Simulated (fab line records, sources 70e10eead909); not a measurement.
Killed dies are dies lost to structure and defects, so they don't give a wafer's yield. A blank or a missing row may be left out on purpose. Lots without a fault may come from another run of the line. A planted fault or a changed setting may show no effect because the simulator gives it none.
Chamber matching | flow nand_harc | NHARC_A_CHANNEL_FILL_D1_ALD_16 on ald_hk-02: 4 sister chambers
The step deposits SiO2, target thk 1.5 nm, pulse time 10 s, ald cycles 15. 8 wafers are shown with their chamber, then 8 later ones without.

WAFERS WITH THEIR CHAMBER
wafer  | chamber | heater_power_w (W) | precursor_pulse_height_rel
L684.6 | 0       | 432                | 1.021
L686.1 | 3       | 501                | 0.957
L686.5 | 2       | 535                | 1.008
L686.6 | 1       | 462                | 0.987
L688.1 | 2       | 527                | 1.031
L688.2 | 3       | 524                | 1.003
L688.4 | 0       | 426                | 1.019
L692.2 | 1       | 464                | 0.994

WAFERS WITHOUT THEIR CHAMBER
wafer  | heater_power_w (W) | precursor_pulse_height_rel
L692.3 | 513                | 1.009
L692.5 | 531                | 1.029
L698.2 | 460                | 0.988
L698.4 | 534                | 0.974
L698.5 | 550                | 1.002
L700.2 | 534                | 0.984
L700.4 | 437                | 1.004
L700.6 | 440                | 1.004

WHICH CHAMBER EACH WENT THROUGH
wafer  | from the rows above     | in truth
L692.3 | can't be placed: 3 or 2 | 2
L692.5 | 2                       | 2
L698.2 | 1                       | 1
L698.4 | can't be placed: 3 or 2 | 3
L698.5 | 2                       | 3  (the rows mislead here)
L700.2 | can't be placed: 2 or 3 | 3
L700.4 | can't be placed: 0 or 1 | 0
L700.6 | can't be placed: 0 or 1 | 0
Placed correctly: 2 of 8. Can't be placed from these rows: 5 (the true chamber is among the candidates in 5). Placed wrongly: 1.
How it was worked out, from the rows above alone: a wafer's distance from a chamber is the root of the sum, over the readings, of the square of ((its reading less the chamber's mean) divided by the reading's scatter). The wafer belongs to the nearest chamber; if the next one is less than 2 further off, it can't be placed. A chamber's mean is the mean of its shown wafers. The scatter: the root of (the sum of the squares of (reading less its chamber's mean) over the shown wafers, divided by (wafers less chambers)).
